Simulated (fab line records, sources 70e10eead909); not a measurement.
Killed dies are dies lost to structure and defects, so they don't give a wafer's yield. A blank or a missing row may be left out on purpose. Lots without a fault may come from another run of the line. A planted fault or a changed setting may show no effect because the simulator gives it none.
fab line records | flow nand_harc
record lots=24 wafers=72 last_day=25
route steps=1159 shown P_STI@83 P_CONTACT@237 P_M0@265
lots that met no fault: from a run of the same line without faults
start_h: hours from the record's first day to the start of the lot's first wafer shown | wait_h: hours since the lot's step before | " the same as in the row above | L1.1+2: a row that stands for several wafers | - no value, or no start given | * or withheld: withheld | < > ~ a bound
route shown NAME@n: a module of which the file shows steps, and the number in the route of the first | usual: mean/standard deviation of fault-free wafers | same: alike in all rows | chamber/n: place in a boat | sites: the reading at each site | _std_site: their standard deviation | _edge_site: outer sites' mean less inner sites' | radius_mm: how far each site lies from the wafer's centre | mask NAME#n: copy n | behind: the tool/chamber that last shaped the wafer | hold: why the lot was held/for how many hours/how that ended | device: the transistor (n, p or np) that didn't switch | end of line: the same wafers' tests at the end of the route | a step without rows: its recipe alone | killed: dies lost to structure and defects at the first sort, not the wafer's yield | map: a wafer's dies, x killed, . not, _ none there
set.NAME: the setting as run; set.NAME@STEP: as run at that earlier step | model.NAME: the simulator's own value behind a step, which no gauge read
steps of the route over a sample of lots; a table a step, a row a wafer
services: from which hour (start_h, from the record's first day; less than 0 if before it) a tool's chamber was out of use, for how many hours, and why
## steps
# step NHARC_P_STI_CD_MEAS_09
# recipe target_cd_nm=200 landing_energy_ev=500
# usual cd_nm=199.9/1.8
# columns lot.wafer tool chamber start_h wait_h cd_nm
L074.1 cd_sem-02 0 37.09 - 198.2
L074.4 " 0 " " 199.3
L074.5 " 0 " " 197.6
L077.3 cd_sem-03 0 49.42 - 198.2
L077.4 " 0 " " 198.2
L077.6 " 0 " " 198.2
L076.1 cd_sem-03 0 49.57 - 198.5
L076.2 " 0 " " 197.6
L076.6 " 0 " " 199.2
L075.2 cd_sem-01 0 49.73 - 202.2
L075.4 " 0 " " 201.4
L075.6 " 0 " " 201.8
L078.3 cd_sem-03 0 59.26 - 200.0
L078.4 " 0 " " 199.7
L078.5 " 0 " " 199.2
L079.2 cd_sem-01 0 66.88 - 199.3
L079.3 " 0 " " 197.7
L079.5 " 0 " " 200.2
L080.1 cd_sem-03 0 71.48 - 197.7
L080.2 " 0 " " 198.7
L080.3 " 0 " " 197.8
L081.1 cd_sem-02 0 79.51 - 199.9
L081.4 " 0 " " 199.2
L081.6 " 0 " " 198.0
L082.2 cd_sem-01 0 79.67 - 201.2
L082.3 " 0 " " 199.2
L082.6 " 0 " " 198.3
L083.2 cd_sem-03 0 91.71 - 201.7
L083.4 " 0 " " 200.7
L083.5 " 0 " " 201.3
L084.1 cd_sem-02 0 91.87 - 199.2
L084.4 " 0 " " 197.0
L084.6 " 0 " " 199.4
L085.1 cd_sem-01 0 101.43 - 200.8
L085.3 " 0 " " 199.9
L085.6 " 0 " " 202.5
L086.1 cd_sem-02 0 107.00 - 200.8
L086.2 " 0 " " 202.9
L086.4 " 0 " " 199.6
L087.1 cd_sem-02 0 112.95 - 198.5
L087.4 " 0 " " 198.3
L087.5 " 0 " " 197.0
L088.3 cd_sem-02 0 123.02 - 199.6
L088.4 " 0 " " 198.2
L088.5 " 0 " " 198.2
L089.1 cd_sem-01 0 123.18 - 201.8
L089.4 " 0 " " 198.4
L089.5 " 0 " " 200.4
L090.1 cd_sem-02 0 131.43 - 201.4
L090.3 " 0 " " 201.1
L090.6 " 0 " " 200.5
L092.2 cd_sem-02 0 139.43 - 201.5
L092.3 " 0 " " 201.8
L092.6 " 0 " " 203.6
L091.2 cd_sem-01 0 139.59 - 199.0
L091.4 " 0 " " 200.7
L091.6 " 0 " " 199.3
L093.2 cd_sem-01 0 151.97 - 197.5
L093.3 " 0 " " 201.0
L093.4 " 0 " " 199.4
L094.4 cd_sem-02 0 152.00 - 199.4
L094.5 " 0 " " 198.8
L094.6 " 0 " " 198.1
L095.2 cd_sem-02 0 161.51 - 199.6
L095.5 " 0 " " 199.9
L095.6 " 0 " " 199.5
L097.3 cd_sem-02 0 169.19 - 200.5
L097.4 " 0 " " 198.2
L097.6 " 0 " " 200.8
L096.3 cd_sem-03 0 169.35 - 198.4
L096.4 " 0 " " 198.9
L096.5 " 0 " " 199.4
# step NHARC_P_CONTACT_ETCH_36
# recipe target_depth_a=2600 over_etch_frac=0.25 time_s=406.25 ion_energy_ev=200 n2_flow_sccm=150 h2_flow_sccm=150 ar_flow_sccm=0 rf_w=400 bias_w=150 chemistry=N2/H2
# usual drypump_motor_current_A=5.6/0.49 oes_product_au=1.000/0.0065 rf_vpp_V=430.5/2 showerhead_plenum_p_Torr=2.04/0.067 throttle_valve_pct=14.170/0.0095
# columns lot.wafer tool chamber start_h wait_h drypump_motor_current_A oes_product_au rf_hours_counter_h rf_vpp_V showerhead_plenum_p_Torr throttle_valve_pct
L074.4 rie_diel-06 3 - - 6.0 1.004 4 428.9 1.97 14.175
L074.1 " 0 " " 5.8 1.000 4 428.8 2.00 14.167
L074.5 " 2 " " 5.1 0.989 - 431.1 2.05 14.175
L077.3 rie_diel-09 2 - - 6.5 0.989 2 429.4 1.96 14.167
L077.4 " 3 " " 5.4 1.004 2 430.6 2.06 14.167
L077.6 " 3 " " 5.4 0.996 - 431.2 2.06 14.152
L076.2 rie_diel-06 2 - - 5.1 0.993 6 430.9 2.05 14.161
L076.1 " 3 " " 6.0 1.000 6 428.6 1.97 14.180
L076.6 " 2 " " 5.1 0.993 - 431.0 2.05 14.193
L075.2 rie_diel-09 3 - - 5.4 1.003 4 430.6 2.06 14.162
L075.4 " 1 " " 5.1 0.996 4 432.0 2.08 14.159
L075.6 " 2 " " 6.5 0.997 - 427.6 1.96 14.149
L078.4 rie_diel-09 2 - - 6.5 0.998 4 428.0 1.96 14.163
L078.3 " 0 " " 5.1 0.997 5 433.9 2.17 14.175
L078.5 " 2 " " 6.5 1.003 - 428.6 1.96 14.172
L079.3 rie_diel-09 1 - - 5.1 1.004 5 430.3 2.08 14.179
L079.2 " 0 " " 5.1 1.004 5 434.6 2.16 14.155
L079.5 " 1 " " 5.1 1.009 - 430.8 2.08 14.167
L080.3 rie_diel-06 3 - - 6.0 0.996 8 429.1 1.97 14.162
L080.1 " 0 " " 5.8 1.007 8 429.1 1.99 14.166
L080.2 " 1 " " 6.0 0.992 7 430.3 2.04 14.171
L082.2 rie_diel-06 3 - - 6.0 1.002 9 428.9 1.97 14.160
L082.3 " 0 " " 5.8 1.007 9 430.4 1.99 14.157
L082.6 " 2 " " 5.1 0.996 - 429.8 2.05 14.185
L081.1 rie_diel-06 3 - - 6.0 0.997 9 426.5 1.97 14.167
L081.4 " 0 " " 5.8 1.007 - 428.6 1.99 14.182
L081.6 " 2 " " 5.1 0.983 - 430.1 2.05 14.164
L084.4 rie_diel-09 1 - - 5.1 0.998 8 432.2 2.08 14.180
L084.1 " 2 " " 6.5 0.996 8 428.9 1.95 14.159
L084.6 " 3 " " 5.4 1.003 - 432.0 2.06 14.179
L083.2 rie_diel-09 3 - - 5.4 0.992 9 431.1 2.06 14.153
L083.4 " 2 " " 6.5 1.003 8 427.0 1.95 14.165
L083.5 " 0 " " 5.1 0.992 - 433.7 2.16 14.165
L086.1 rie_diel-06 0 - - 5.8 1.006 12 429.9 1.99 14.175
L086.4 " 2 " " 5.1 1.006 13 430.0 2.04 14.168
L086.2 " 3 " " 6.0 1.008 13 428.5 1.97 14.173
L087.1 rie_diel-06 2 - - 5.1 0.998 13 430.5 2.04 14.165
L087.4 " 1 " " 6.0 1.001 9 429.8 2.04 14.176
L087.5 " 2 " " 5.1 0.995 - 431.0 2.04 14.177
L085.1 rie_diel-09 1 - - 5.1 1.008 12 431.7 2.08 14.179
L085.3 " 2 " " 6.5 0.992 11 427.7 1.95 14.160
L085.6 " 0 " " 5.1 0.985 - 434.0 2.16 14.169
L089.1 rie_diel-06 1 - - 6.0 0.999 10 430.7 2.04 14.145
L089.5 " 0 " " 5.8 0.995 - 428.3 1.99 14.166
L089.4 " 1 " " 6.0 0.997 - 431.5 2.04 14.176
L088.3 rie_diel-09 2 - - 6.5 0.995 12 429.0 1.95 14.159
L088.4 " 0 " " 5.1 1.001 12 434.3 2.16 14.172
L088.5 " 3 " " 5.4 1.007 - 430.7 2.06 14.171
L090.3 rie_diel-06 1 - - 6.0 0.997 11 429.9 2.04 14.175
L090.1 " 0 " " 5.8 0.999 14 429.4 1.99 14.160
L090.6 " 1 " " 6.0 0.992 - 430.9 2.04 14.178
L092.2 rie_diel-01 3 - - 5.2 1.002 17 434.0 2.15 14.154
L092.3 " 0 " " 5.8 0.996 15 434.3 2.14 14.178
L092.6 " 2 " " 4.9 1.000 - 432.0 2.08 14.150
L091.2 rie_diel-06 3 - - 6.0 1.000 15 429.6 1.97 14.170
L091.4 " 3 " " 6.0 1.008 - 429.2 1.97 14.167
L091.6 " 0 " " 5.8 1.006 - 430.0 1.99 14.178
L093.3 rie_diel-06 0 - - 5.8 1.001 17 428.0 1.99 14.175
L093.2 " 1 " " 6.0 0.997 14 430.6 2.04 14.173
L093.4 " 2 " " 5.1 0.999 15 430.9 2.04 14.172
L094.4 rie_diel-09 3 - - 5.4 1.001 16 431.4 2.06 14.171
L094.5 " 1 " " 5.1 1.011 - 431.7 2.08 14.164
L094.6 " 2 " " 6.5 1.010 - 427.2 1.95 14.176
L095.2 rie_diel-09 2 - - 6.5 1.003 16 429.0 1.95 14.190
L095.6 " 0 " " 5.1 0.991 - 434.7 2.16 14.171
L095.5 " 1 " " 5.1 1.018 - 432.0 2.08 14.165
L096.4 rie_diel-01 2 - - 4.8 1.000 38 431.6 2.08 14.168
L096.3 " 3 " " 5.2 1.002 27 432.7 2.14 14.164
L096.5 " 1 " " 5.4 0.989 - 428.1 1.93 14.167
L097.3 rie_diel-09 0 - - 5.1 1.000 17 435.1 2.16 14.175
L097.4 " 1 " " 5.1 0.998 18 431.3 2.07 14.182
L097.6 " 0 " " 5.1 1.005 - 433.7 2.16 14.166
# step NHARC_P_CONTACT_PVD_32
# recipe target_thk_a=50 chamber_pressure_pa=5 power_w=5000 substrate_temp_c=200 time_s=17.7 material=Ti
# usual cathode_dc_power_W=5000.0/0.86 throttle_valve_pct=30.0/0.99
# columns lot.wafer tool chamber start_h wait_h cathode_dc_power_W throttle_valve_pct
L074.4 pvd_sputter-03 - - - 5001.7 30.7
L074.1 " - " " 4999.6 29.6
L074.5 " - " " 5000.1 30.5
L077.4 pvd_sputter-02 - - - 5000.4 30.2
L077.3 " - " " 4999.5 28.2
L077.6 " - " " 5000.2 29.8
L076.2 pvd_sputter-03 - - - 4999.8 29.5
L076.1 " - " " 4998.5 30.4
L076.6 " - " " 5001.0 29.6
L075.4 pvd_sputter-01 - - - 5001.2 30.7
L075.2 " - " " 5000.1 28.4
L075.6 " - " " 4997.9 29.5
L078.4 pvd_sputter-03 - - - 5001.2 30.8
L078.3 " - " " 5000.2 29.3
L078.5 " - " " 4999.9 28.8
L079.2 pvd_sputter-02 - - - 4998.8 31.1
L079.3 " - " " 5000.6 30.7
L079.5 " - " " 4998.6 31.0
L080.1 pvd_sputter-01 - - - 4999.2 30.3
L080.2 " - " " 5000.9 30.9
L080.3 " - " " 4999.9 28.6
L082.3 pvd_sputter-03 - - - 5000.7 30.5
L082.2 " - " " 4999.7 30.7
L082.6 " - " " 5000.0 30.9
L081.4 pvd_sputter-02 - - - 4999.0 28.6
L081.1 " - " " 4999.2 31.5
L081.6 " - " " 5000.4 28.1
L084.4 pvd_sputter-03 - - - 4999.6 30.6
L084.1 " - " " 5001.6 29.5
L084.6 " - " " 5000.4 30.5
L083.2 pvd_sputter-02 - - - 4999.2 29.8
L083.4 " - " " 4999.3 28.3
L083.5 " - " " 5000.4 30.7
L086.1 pvd_sputter-01 - - - 4999.3 30.0
L086.2 " - " " 4999.5 32.2
L086.4 " - " " 4999.9 29.1
L087.1 pvd_sputter-02 - - - 5001.4 31.0
L087.4 " - " " 4999.4 28.5
L087.5 " - " " 4999.3 30.1
L085.3 pvd_sputter-03 - - - 5000.8 30.8
L085.1 " - " " 5000.3 30.4
L085.6 " - " " 5000.0 30.4
L089.1 pvd_sputter-03 - - - 4999.7 28.8
L089.4 " - " " 5000.0 30.5
L089.5 " - " " 4999.9 28.8
L088.3 pvd_sputter-02 - - - 5000.6 28.3
L088.4 " - " " 4999.4 30.9
L088.5 " - " " 5000.1 28.3
L090.3 pvd_sputter-01 - - - 4999.8 28.7
L090.1 " - " " 4999.9 29.1
L090.6 " - " " 5000.0 29.0
L092.2 pvd_sputter-03 - - - 5000.5 29.7
L092.3 " - " " 5000.0 30.6
L092.6 " - " " 4999.7 28.9
L091.4 pvd_sputter-01 - - - 4999.7 30.1
L091.2 " - " " 4999.2 28.7
L091.6 " - " " 4999.3 29.8
L093.3 pvd_sputter-02 - - - 5001.2 28.4
L093.4 " - " " 4999.1 31.4
L093.2 " - " " 4999.9 30.8
L094.4 pvd_sputter-03 - - - 4999.3 29.6
L094.5 " - " " 4999.9 29.1
L094.6 " - " " 5000.0 30.3
L095.2 pvd_sputter-03 - - - 4999.4 30.7
L095.6 " - " " 5000.9 29.3
L095.5 " - " " 5000.9 28.8
L096.4 pvd_sputter-01 - - - 5002.1 30.2
L096.3 " - " " 5000.4 28.8
L096.5 " - " " 4999.5 28.9
L097.4 pvd_sputter-02 - - - 4999.5 31.4
L097.3 " - " " 4999.2 30.9
L097.6 " - " " 5000.1 30.8
# step NHARC_P_M0_INSPECT_11
# usual raw_defect_count=3.6/2.3
# columns lot.wafer tool chamber start_h wait_h raw_defect_count
L074.1 defect_inspect-02 - 115.37 0.0 2
L074.4 " - " " 5
L074.5 " - " " 5
L077.3 defect_inspect-01 - 132.37 0.0 4
L077.4 " - " " 3
L077.6 " - " " 5
L076.1 defect_inspect-01 - 136.90 0.0 6
L076.2 " - " " 5
L076.6 " - " " 1
L075.2 defect_inspect-02 - 138.01 0.0 6
L075.4 " - " " 5
L075.6 " - " " 8
L078.3 defect_inspect-02 - 140.05 0.0 1
L078.4 " - " " 5
L078.5 " - " " 4
L079.2 defect_inspect-01 - 146.11 0.0 5
L079.3 " - " " 3
L079.5 " - " " 4
L080.1 defect_inspect-01 - 146.74 0.0 2
L080.2 " - " " 3
L080.3 " - " " 6
L082.2 defect_inspect-02 - 157.18 0.0 3
L082.3 " - " " 6
L082.6 " - " " 2
L081.1 defect_inspect-01 - 159.16 0.0 0
L081.4 " - " " 7
L081.6 " - " " 3
L084.1 defect_inspect-02 - 169.40 0.0 0
L084.4 " - " " 2
L084.6 " - " " 3
L083.2 defect_inspect-02 - 171.83 0.1 5
L083.4 " - " " 3
L083.5 " - " " 3
L086.1 defect_inspect-01 - 197.38 0.0 5
L086.2 " - " " 3
L086.4 " - " " 1
L087.1 defect_inspect-01 - 198.02 0.0 3
L087.4 " - " " 4
L087.5 " - " " 3
L085.1 defect_inspect-02 - 198.90 0.0 4
L085.3 " - " " 0
L085.6 " - " " 3
L089.1 defect_inspect-02 - 204.62 0.0 0
L089.4 " - " " 4
L089.5 " - " " 3
L088.3 defect_inspect-01 - 205.18 0.0 2
L088.4 " - " " 1
L088.5 " - " " 4
L090.1 defect_inspect-01 - 211.89 0.0 2
L090.3 " - " " 2
L090.6 " - " " 1
L092.2 defect_inspect-02 - 218.60 0.0 2
L092.3 " - " " 5
L092.6 " - " " 3
L091.2 defect_inspect-01 - 219.27 0.0 5
L091.4 " - " " 5
L091.6 " - " " 2
L093.2 defect_inspect-01 - 233.64 0.0 4
L093.3 " - " " 4
L093.4 " - " " 5
L094.4 defect_inspect-02 - 234.05 0.0 1
L094.5 " - " " 1
L094.6 " - " " 3
L095.2 defect_inspect-02 - 241.30 0.0 6
L095.5 " - " " 1
L095.6 " - " " 4
L096.3 defect_inspect-02 - 249.72 0.0 5
L096.4 " - " " 0
L096.5 " - " " 5
L097.3 defect_inspect-02 - 250.99 0.0 4
L097.4 " - " " 8
L097.6 " - " " 17
# step NHARC_P_M0_DEGAS_28
# recipe temp_c=250 time_s=60
# usual heater_power_w=334/30
# columns lot.wafer tool chamber start_h wait_h heater_power_w
L074.4 pvd_sputter-01 - 116.36 - 332
L074.1 " - " " 375
L074.5 " - " " 362
L077.3 pvd_sputter-02 - 133.35 - 302
L077.4 " - " " 364
L077.6 " - " " 366
L076.2 pvd_sputter-01 - 137.88 - 279
L076.1 " - " " 364
L076.6 " - " " 281
L075.4 pvd_sputter-02 - 138.98 - 360
L075.2 " - " " 309
L075.6 " - " " 334
L078.3 pvd_sputter-02 - 141.04 - 332
L078.4 " - " " 366
L078.5 " - " " 348
L079.2 pvd_sputter-03 - 147.11 - 330
L079.3 " - " " 331
L079.5 " - " " 297
L080.3 pvd_sputter-01 - 147.72 - 284
L080.2 " - " " 367
L080.1 " - " " 334
L082.2 pvd_sputter-02 - 158.23 - 319
L082.3 " - " " 366
L082.6 " - " " 306
L081.4 pvd_sputter-03 - 160.16 - 329
L081.1 " - " " 330
L081.6 " - " " 295
L084.4 pvd_sputter-02 - 170.37 - 363
L084.1 " - " " 338
L084.6 " - " " 378
L083.2 pvd_sputter-03 - 172.87 - 295
L083.4 " - " " 322
L083.5 " - " " 343
L086.1 pvd_sputter-02 - 198.37 - 309
L086.4 " - " " 371
L086.2 " - " " 341
L087.1 pvd_sputter-03 - 199.06 - 340
L087.4 " - " " 312
L087.5 " - " " 344
L085.3 pvd_sputter-01 - 199.92 - 281
L085.1 " - " " 322
L085.6 " - " " 290
L089.1 pvd_sputter-03 - 205.62 - 301
L089.4 " - " " 331
L089.5 " - " " 300
L088.3 pvd_sputter-02 - 206.18 - 343
L088.4 " - " " 304
L088.5 " - " " 340
L090.3 pvd_sputter-01 - 212.90 - 291
L090.1 " - " " 320
L090.6 " - " " 296
L092.2 pvd_sputter-01 - 219.59 - 381
L092.3 " - " " 322
L092.6 " - " " 322
L091.4 pvd_sputter-01 - 220.27 - 369
L091.2 " - " " 283
L091.6 " - " " 323
L093.2 pvd_sputter-02 - 234.62 - 311
L093.4 " - " " 359
L093.3 " - " " 341
L094.4 pvd_sputter-01 - 235.05 - 324
L094.5 " - " " 286
L094.6 " - " " 376
L095.2 pvd_sputter-01 - 242.31 - 330
L095.6 " - " " 287
L095.5 " - " " 375
L096.3 pvd_sputter-01 - 250.73 - 289
L096.4 " - " " 381
L096.5 " - " " 285
L097.3 pvd_sputter-01 - 252.01 - 362
L097.4 " - " " 377
L097.6 " - " " 318
# step NHARC_P_M0_INSPECT_27
# usual raw_defect_count=294/130
# columns lot.wafer tool chamber start_h wait_h raw_defect_count
L074.1 defect_inspect-02 - 118.05 0.0 268
L074.4 " - " " 215
L074.5 " - " " 147
L077.3 defect_inspect-02 - 134.90 0.0 199
L077.4 " - " " 104
L077.6 " - " " 177
L076.1 defect_inspect-02 - 139.44 0.0 274
L076.2 " - " " 134
L076.6 " - " " 161
L075.2 defect_inspect-02 - 140.57 0.0 329
L075.4 " - " " 306
L075.6 " - " " 279
L078.3 defect_inspect-01 - 142.62 0.0 588
L078.4 " - " " 330
L078.5 " - " " 608
L079.2 defect_inspect-02 - 148.68 0.0 157
L079.3 " - " " 528
L079.5 " - " " 247
L080.1 defect_inspect-02 - 149.46 0.0 431
L080.2 " - " " 364
L080.3 " - " " 445
L082.2 defect_inspect-01 - 160.27 0.0 196
L082.3 " - " " 160
L082.6 " - " " 191
L081.1 defect_inspect-02 - 161.70 0.0 493
L081.4 " - " " 640
L081.6 " - " " 363
L084.1 defect_inspect-01 - 171.92 0.0 146
L084.4 " - " " 248
L084.6 " - " " 228
L083.2 defect_inspect-01 - 174.55 0.0 403
L083.4 " - " " 474
L083.5 " - " " 918
L086.1 defect_inspect-01 - 200.29 0.0 315
L086.2 " - " " 378
L086.4 " - " " 174
L087.1 defect_inspect-02 - 200.63 0.0 405
L087.4 " - " " 210
L087.5 " - " " 293
L085.1 defect_inspect-02 - 201.49 0.0 212
L085.3 " - " " 285
L085.6 " - " " 205
L089.1 defect_inspect-01 - 207.17 0.0 192
L089.4 " - " " 166
L089.5 " - " " 203
L088.3 defect_inspect-01 - 207.75 0.0 437
L088.4 " - " " 422
L088.5 " - " " 192
L090.1 defect_inspect-01 - 214.45 0.0 215
L090.3 " - " " 258
L090.6 " - " " 605
L092.2 defect_inspect-01 - 221.40 0.0 276
L092.3 " - " " 227
L092.6 " - " " 366
L091.2 defect_inspect-01 - 221.86 0.0 474
L091.4 " - " " 282
L091.6 " - " " 299
L093.2 defect_inspect-02 - 236.21 0.0 194
L093.3 " - " " 159
L093.4 " - " " 296
L094.4 defect_inspect-01 - 236.73 0.1 328
L094.5 " - " " 413
L094.6 " - " " 383
L095.2 defect_inspect-02 - 243.85 0.0 156
L095.5 " - " " 249
L095.6 " - " " 190
L096.3 defect_inspect-01 - 253.82 0.0 219
L096.4 " - " " 163
L096.5 " - " " 560
L097.3 defect_inspect-02 - 254.49 0.0 254
L097.4 " - " " 321
L097.6 " - " " 316
## services
# columns tool chamber start_h hours kind
rie_diel-06 0 97.70 - clean
rie_diel-06 1 97.70 - clean
rie_diel-06 2 97.70 - clean
rie_diel-06 3 97.70 - clean
pvd_sputter-03 - 102.04 10.0 pm
rie_diel-01 1 111.30 2.4 repair
rie_diel-01 2 121.32 4.8 repair
rie_diel-06 1 122.87 5.4 repair
rie_diel-01 1 133.71 5.2 repair
rie_diel-01 - 138.25 9.0 pm
pvd_sputter-01 - 139.91 1.7 repair
rie_diel-01 3 147.61 17.8 repair
rie_diel-09 0 148.17 5.7 repair
rie_diel-06 1 150.62 12.8 repair
pvd_sputter-01 - 158.00 10.0 pm
rie_diel-01 0 183.09 9.5 repair
pvd_sputter-02 - 191.74 1.7 repair
rie_diel-01 0 193.23 15.4 repair
pvd_sputter-01 - 197.77 0.6 repair
rie_diel-06 2 198.34 18.5 repair
pvd_sputter-02 - 215.13 10.0 pm
rie_diel-06 - 241.20 9.0 pm
rie_diel-09 - 248.29 1.1 repair
rie_diel-09 0 251.52 14.6 repair
## key
fault none
